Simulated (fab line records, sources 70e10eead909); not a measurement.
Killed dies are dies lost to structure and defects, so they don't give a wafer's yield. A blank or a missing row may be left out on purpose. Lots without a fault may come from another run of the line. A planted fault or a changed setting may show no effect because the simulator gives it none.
Chamber matching | flow nand_harc | NHARC_P_M0_CMP_23 on cmp-04: 4 sister chambers
The step polishes, t overpolish 20 s, target thk 117.54 nm. 16 wafers are shown with their chamber, then 8 later ones without.

WAFERS WITH THEIR CHAMBER
wafer  | chamber | motor_current_A (A) | time_to_endpoint_s (s)
L075.3 | 0       | 13.1                | 30.8
L075.4 | 3       | 11.4                | 26.7
L075.6 | 3       | 11.9                | 29.0
L077.1 | 0       | 12.7                | 29.6
L077.2 | 1       | 13.6                | 31.2
L077.3 | 3       | 11.6                | 29.6
L080.1 | 3       | 11.3                | 29.2
L080.2 | 2       | 13.0                | 30.5
L080.5 | 1       | 14.4                | 30.0
L086.2 | 2       | 13.5                | 29.6
L086.3 | 0       | 12.7                | 28.1
L086.5 | 1       | 13.4                | 27.4
L087.2 | 1       | 13.7                | 29.0
L087.3 | 3       | 11.6                | 29.0
L087.5 | 1       | 13.9                | 28.8
L088.1 | 3       | 12.7                | 25.1

SIGNATURES (means of the wafers above)
reading            | chamber 0 | chamber 1 | chamber 2 | chamber 3 | scatter within a chamber
motor_current_A    | 12.833    | 13.800    | 13.250    | 11.750    | 0.419
time_to_endpoint_s | 29.500    | 29.280    | 30.050    | 28.100    | 1.53
Rule: a wafer's distance from a chamber is the root of the sum, over the readings, of the square of ((its reading less the chamber's mean) divided by the reading's scatter). The wafer belongs to the nearest chamber; if the next one is less than 2 further off, it can't be placed. The scatter: the root of (the sum of the squares of (reading less its chamber's mean) over the shown wafers, divided by (wafers less chambers)).

WAFERS WITHOUT THEIR CHAMBER
wafer  | motor_current_A (A) | time_to_endpoint_s (s)
L088.2 | 14.8                | 29.7
L088.4 | 13.6                | 29.3
L094.2 | 13.7                | 31.4
L094.4 | 13.0                | 32.2
L094.5 | 11.5                | 29.1
L097.2 | 14.5                | 27.5
L097.3 | 13.7                | 29.7
L097.4 | 13.2                | 28.0

WHICH CHAMBER EACH WENT THROUGH
wafer  | from the rows above          | in truth
L088.2 | can't be placed: 1 or 2      | 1
L088.4 | can't be placed: 1 or 2 or 0 | 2
L094.2 | can't be placed: 2 or 1 or 0 | 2
L094.4 | can't be placed: 2 or 0 or 1 | 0
L094.5 | 3                            | 3
L097.2 | can't be placed: 1 or 2      | 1
L097.3 | can't be placed: 1 or 2 or 0 | 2
L097.4 | can't be placed: 0 or 2 or 1 | 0
Placed correctly: 1 of 8. Can't be placed from these rows: 7 (the true chamber is among the candidates in 7). Placed wrongly: 0.
